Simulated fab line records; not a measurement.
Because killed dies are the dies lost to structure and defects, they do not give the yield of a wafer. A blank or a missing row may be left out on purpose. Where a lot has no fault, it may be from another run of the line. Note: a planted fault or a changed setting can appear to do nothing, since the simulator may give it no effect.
Problem report in the 8D (eight disciplines) form, filled by code	flow n5Finfet	the parts of the form that need people (team, actions taken, sign-off) are left out
Where a reading is given only as a bound, like >300, the bound stands for it, and a mean or a difference that rests on one is marked > or <: the true number lies beyond.

## 1. THE ISSUE
A mean of 1153 is read at N5_ZERO_LAYER_INSPECT_20 for rawDefectCount, taken on 1 wafer of 1 lot, against 33 (standard deviation 16) on wafers free of any fault. Measured from the usual mean, that is +70 standard deviations.
The step: inspects for defects (darkfield).
The first sign was on wafer L229.1 at day 6 19:22, on defectInspect-01. The record holds 29 wafers of 10 lots with a number at this step. By rule, "out" or "out of limits" means more than 4 standard deviations away from the usual mean. Any other wafer with a number is counted as sound.

## 2. WHAT IT IS AND WHAT IT IS NOT
question	is	is not
which readings at this step	rawDefectCount	-
which lots	L229	L208, L209, L210, L211, L212, L213, L216, L230, L231
which wafers of those lots	L229.1	L229.2, L229.4
read on which gauges	defectInspect-01	defectInspect-02
when	from day 6 19:22	up to then (22 sound wafers); but 6 sound wafers of L230, L231 came after

## 3. WHAT RULES OUT EACH SUSPECT
Counting: a tool at a process step up to the reading stays a suspect if it ran every lot that is out. Sound lots after the first of them don't rule it out here, since some wafers of a struck lot are sound.
- the gauge at N5_ZERO_LAYER_INSPECT_20 is ruled out. All the wafers that are out were read on defectInspect-01, but those of them that N5_PASSIVATION_PROBE_49 has rows for are out there too, on other tools.
- wetBench-03 at N5_ZERO_LAYER_PRECLEAN_00 (cleans in SPM, time 600 s): kept. It processed L229, the lot that is out, at day 6 18:04, and its most recent sound lot before then was L213 at day 2 18:04.
- In wetBench-03 at N5_ZERO_LAYER_PRECLEAN_00, the wafers that are out were processed in chamber 7 and their sound lot-mates in chambers 2, 4.
The count leaves wetBench-03 at N5_ZERO_LAYER_PRECLEAN_00.

## 4. THE CAUSE (what the simulator had put in)
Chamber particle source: wetBench-03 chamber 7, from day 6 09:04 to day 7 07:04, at N5_ZERO_LAYER_PRECLEAN_00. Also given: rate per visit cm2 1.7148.
After counting, this tool was the only one left.

## 5. SEQUENCE OF EFFECTS, ordered by route
Each row: a reading where the mean over the struck wafers with a number is more than 3 standard deviations away from the usual. Scope: only readings with a usual standard deviation given in the record; hours: median across lots of the time from each lot's start at the first step in this table that gives one to its start at this step; sigmas: change in usual standard deviations.
hours	step	reading	usual	on struck wafers	change	sigmas
0	N5_ZERO_LAYER_INSPECT_20	rawDefectCount	33	1153	+1120	+70
0	N5_WELL_APT_INSPECT_10	rawDefectCount	2.0	>300	>+298	+99 or more
309	N5_PASSIVATION_PROBE_49	defectLimitedYield	91.0 %	81.7	-9.3	-6.6
309	N5_PASSIVATION_PROBE_49	killedAtFrontEnd	41	168	+127	+11
309	N5_PASSIVATION_PROBE_49	killedDies	106	216	+110	+6.5
309	N5_PASSIVATION_PROBE_49	sort_bin_5_function	5.3 %	10.6	+5.3	+5.3
309	N5_PASSIVATION_PROBE_49	sortNPass	1073	964	-109	-6.4
309	N5_PASSIVATION_PROBE_49	sortYieldPct	91.0 %	81.7	-9.3	-6.6
It contains these process steps:
- N5_PASSIVATION_PROBE_49
Later measuring or inspecting steps at which every struck wafer that the step has a row for has a number for every such reading, and none has moved that far: N5_WELL_APT_CD_MEAS_08, N5_PMOS_HMC_CHANNEL_EPI_OVL_MEAS_10, N5_BEOL_M4_RC_MEAS_101.

## 6. HOW IT WOULD HAVE BEEN CAUGHT EARLIER
The first out-of-limits reading at a measuring or inspecting step in this record came at day 6 19:22, 10 hours after the fault's start at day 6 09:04.
An alarm limit of 4 standard deviations would not have fired on the tool readings at N5_ZERO_LAYER_PRECLEAN_00 for which the record gives a usual standard deviation, since none of them was out on any struck wafer.
Lots out: 1; all had begun N5_ZERO_LAYER_PRECLEAN_00 on wetBench-03 by day 6 19:22. Tool hold at that time: it would have spared none of them.
